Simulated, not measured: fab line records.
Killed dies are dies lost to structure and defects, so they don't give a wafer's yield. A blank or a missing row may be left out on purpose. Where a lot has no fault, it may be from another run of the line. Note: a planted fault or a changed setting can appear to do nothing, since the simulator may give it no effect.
Check of tool commonality	flow n5 finfet	30 wafers sampled across 10 lots

== THE REASON FOR OPENING IT ==
2 of 10 lots carry a flag on the reading RS_SD_N at N5_SD_ACTIVATION_RS_MEAS_03. Fault-free wafers read 21.94 ohm/sq, with a standard deviation of 0.28.
Rule: a lot is flagged in two cases, either no wafer of it has a number, or all its wafers with numbers fall more than 4 standard deviations from that mean. The rest of the lots are taken to be sound.

lot	measured	on	RS_SD_N (ohm/sq), wafer by wafer	flag
L605	day 3 15:21	film metro-01	21.29 21.55 21.68	
L606	day 3 22:08	film metro-02	21.81 21.54 21.63	
L609	day 4 15:01	film metro-02	22.12 22.61 22.37	
L610	day 4 23:05	film metro-02	21.94 21.82 21.84	
L611	day 5 02:31	film metro-01	22.14 21.96 21.45	
L614	day 6 02:16	film metro-01	19.37 19.33 19.49	FLAGGED
L615	day 6 09:59	film metro-02	19.82 19.97 19.86	FLAGGED
L625	day 8 17:50	film metro-01	21.95 22.53 22.48	
L626	day 8 23:15	film metro-02	21.74 22.16 21.98	
L627	day 9 10:59	film metro-01	21.91 22.42 22.26	
On average the flagged lots' numbers are 19.64 ohm/sq, which is -2.30 ohm/sq against the usual, or -8 standard deviations.

== EACH LOT AND THE TOOL IT RAN ON ==
Before the reading, the record contains 2 process steps out of a 1938-step route. In each cell: the tool, then ch and the chambers that the sampled wafers went through, then the start.
lot	flag	N5_SD_EPI_P_DESCUM_14	N5_SD_ACTIVATION_LSA_01
L605		rie diel-04 ch 1,2,3, day 3 11:10	laser anneal-02 ch 0, day 3 15:10
L606		rie diel-04 ch 0,1, day 3 17:52	laser anneal-01 ch 0, day 3 21:55
L609		rie diel-01 ch 0,3, day 4 10:49	laser anneal-02 ch 0, day 4 14:50
L610		rie diel-01 ch 0,1,3, day 4 18:44	laser anneal-01 ch 0, day 4 22:54
L611		rie diel-04 ch 1,2,3, day 4 22:19	laser anneal-02 ch 0, day 5 02:20
L614	FLAGGED	rie diel-01 ch 1,3, day 5 22:07	laser anneal-02 ch 0, day 6 02:03
L615	FLAGGED	rie diel-01 ch 1,2,3, day 6 05:51	laser anneal-02 ch 0, day 6 09:47
L625		rie diel-04 ch 0,1,2, day 8 12:46	laser anneal-02 ch 0, day 8 17:37
L626		rie diel-04 ch 1,3, day 8 18:11	laser anneal-02 ch 0, day 8 23:04
L627		rie diel-01 ch 1,2, day 9 06:49	laser anneal-02 ch 0, day 9 10:47
What these steps do:
- N5_SD_EPI_P_DESCUM_14: chemistry O2, time 7.9 s.
- N5_SD_ACTIVATION_LSA_01: time 0.0008 s.
- N5_SD_ACTIVATION_RS_MEAS_03: measures by four-point-probe.

== FLAGGED OVER TOTAL, TOOL BY TOOL (the gauges that took the reading come last) ==
step	tool	lots run	flagged	share of the flagged lots	sound lots run after its first flagged lot
N5_SD_EPI_P_DESCUM_14	rie diel-01	5	2	all	1 (L627)
N5_SD_EPI_P_DESCUM_14	rie diel-04	5	0	none	-
N5_SD_ACTIVATION_LSA_01	laser anneal-01	2	0	none	-
N5_SD_ACTIVATION_LSA_01	laser anneal-02	8	2	all	3 (L625,L626,L627)
N5_SD_ACTIVATION_RS_MEAS_03	film metro-01	5	1	some	2 (L625,L627)
N5_SD_ACTIVATION_RS_MEAS_03	film metro-02	5	1	some	1 (L626)

== WHAT IS ALLOWED BY THE TABLE ==
In 2 table rows, all flagged lots were run: rie diel-01 (N5_SD_EPI_P_DESCUM_14), laser anneal-02 (N5_SD_ACTIVATION_LSA_01).
- rie diel-01 at N5_SD_EPI_P_DESCUM_14: 2 of its 5 lots flagged. Sound lots ran on it after the first flagged one (L627), which a lasting fault on the whole tool wouldn't allow.
- laser anneal-02 at N5_SD_ACTIVATION_LSA_01: 2 of its 8 lots flagged. Sound lots ran on it after the first flagged one (L625, L626, L627), which a lasting fault on the whole tool wouldn't allow. Its own readings lie more than 4 standard deviations out on every wafer of the flagged lots: wafer_temp_C_max.
No row of the table ran every flagged lot and no sound lot after the first.

== WHAT THE SIMULATOR HAD INSERTED ==
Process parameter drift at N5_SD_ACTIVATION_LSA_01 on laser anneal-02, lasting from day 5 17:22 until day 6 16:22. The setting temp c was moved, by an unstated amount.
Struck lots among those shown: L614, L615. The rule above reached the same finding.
